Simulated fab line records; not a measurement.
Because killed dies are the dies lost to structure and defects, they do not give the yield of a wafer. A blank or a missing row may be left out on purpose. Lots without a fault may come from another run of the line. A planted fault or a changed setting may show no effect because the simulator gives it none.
Split-lot trial ; flow n5-finfet ; 7 lots, 21 wafers read, on a route of 1938 steps

## THE SPLIT
At N5_SD_EPI_P_COAT_35 (time 60 s, resist thk 35 nm), the setting spin-rpm was moved away from the recipe's 1500 rpm on 4 of the 21 wafers read, by -8.8% to +10.5%. The other wafers ran this setting at the recipe's value.

## FROM THE SPLIT TO THE READING: what the file shows between them, 4 steps
- N5_SD_EPI_P_COAT_03: resist thk 150 nm
- N5_SD_EPI_P_EBR_05
- N5_SD_EPI_P_DESCUM_14: chemistry O2, time 7.9 s
- N5_SD_EPI_P_ETCH_36: etches SiARC in CF4, target depth 45.5 nm, time 75.8 s

## THE READING
SiARC_of_SD_EPI_P_COAT_35.thk-nm (the simulator's own value, which no gauge read), in nm, at N5_SD_EPI_P_ETCH_37 (etches SOC in N2/H2, overetch 108 nm, time 486 s). The file gives no usual value for it. The 17 wafers here that ran the recipe average 19.7 nm, standard deviation 0.26 nm.

wafer;tool, chamber at the split;spin-rpm as run, rpm;against the recipe;SiARC_of_SD_EPI_P_COAT_35.thk-nm, nm;against lot-mates on the recipe
L077.1;litho-track-04, 0;1500;recipe;19.6;-
L077.2;litho-track-04, 0;1500;recipe;19.6;-
L077.6;litho-track-04, 0;1500;recipe;19.8;-
L079.2;litho-track-04, 0;1500;recipe;20;-
L079.4;litho-track-04, 0;1500;recipe;19.4;-
L079.6;litho-track-04, 0;1500;recipe;19.6;-
L080.3;litho-track-04, 0;1658;+10.5%;18;-1.6
L080.4;litho-track-04, 0;1500;recipe;19.6;-
L080.6;litho-track-04, 0;1658;+10.5%;18.4;-1.2
L081.1;litho-track-05, 0;1368;-8.8%;21.2;+0.9
L081.2;litho-track-05, 0;1500;recipe;20.2;-
L081.3;litho-track-05, 0;1500;recipe;20.4;-
L083.1;litho-track-05, 0;1500;recipe;19.4;-
L083.3;litho-track-05, 0;1500;recipe;19.6;-
L083.6;litho-track-05, 0;1577;+5.1%;18.8;-0.7
L085.2;litho-track-02, 0;1500;recipe;20;-
L085.4;litho-track-02, 0;1500;recipe;19.6;-
L085.6;litho-track-02, 0;1500;recipe;19.8;-
L096.4;litho-track-04, 0;1500;recipe;19.6;-
L096.5;litho-track-04, 0;1500;recipe;19.6;-
L096.6;litho-track-04, 0;1500;recipe;19.8;-

THE FIT
A straight line over all 21 wafers: SiARC_of_SD_EPI_P_COAT_35.thk-nm changes by -0.154 nm for each +1% of spin-rpm; r = -0.92; the points scatter about the line by 0.26 nm.
The same after taking each lot's own level away (the mean of its wafers on the recipe; 21 wafers): -0.125 nm for each +1%; r = -0.95; scatter 0.16 nm.
The reading moves by 1.3 nm for the largest change in spin-rpm, on that fit.
Across the lots, their own levels run from 19.50 to 20.30 nm, a range of 3.0 times the standard deviation given above.
In other words, the slope is changed by the lot-to-lot level; the two fits disagree.
Check: for one of the wafers moved furthest among these (+10.5%), held out of the fit, the line's prediction against its lot-mates is -1.19 nm. Against them it came out at -1.6 nm.

## THE WHOLE CHAIN: every reading that the file lists as answering this split, in the file's order
step;what it does;reading;change (the file's fit);r (the file's)
N5_SD_EPI_P_COAT_35;time 60 s, resist thk 35 nm;SiARC_of_SD_EPI_P_COAT_35.thk-nm (the simulator's own value, which no gauge read);-0.17 nm for each +1% of the setting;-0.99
N5_SD_EPI_P_ETCH_36;etches SiARC in CF4, target depth 45.5 nm, time 75.8 s;etch.depth-nm (the simulator's own value, which no gauge read);-0.17 nm for each +1% of the setting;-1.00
N5_SD_EPI_P_ETCH_36;etches SiARC in CF4, target depth 45.5 nm, time 75.8 s;CAR-ArF-block_of_SD_EPI_P_COAT_03.thk-nm (the simulator's own value, which no gauge read);+0.166 nm for each +1% of the setting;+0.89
N5_SD_EPI_P_ETCH_37;etches SOC in N2/H2, overetch 108 nm, time 486 s;SiARC_of_SD_EPI_P_COAT_35.thk-nm (the simulator's own value, which no gauge read);-0.122 nm for each +1% of the setting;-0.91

## FILE'S OWN FIT
SiARC_of_SD_EPI_P_COAT_35.thk-nm changes by -0.122 nm for each +1% of spin-rpm, r = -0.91.
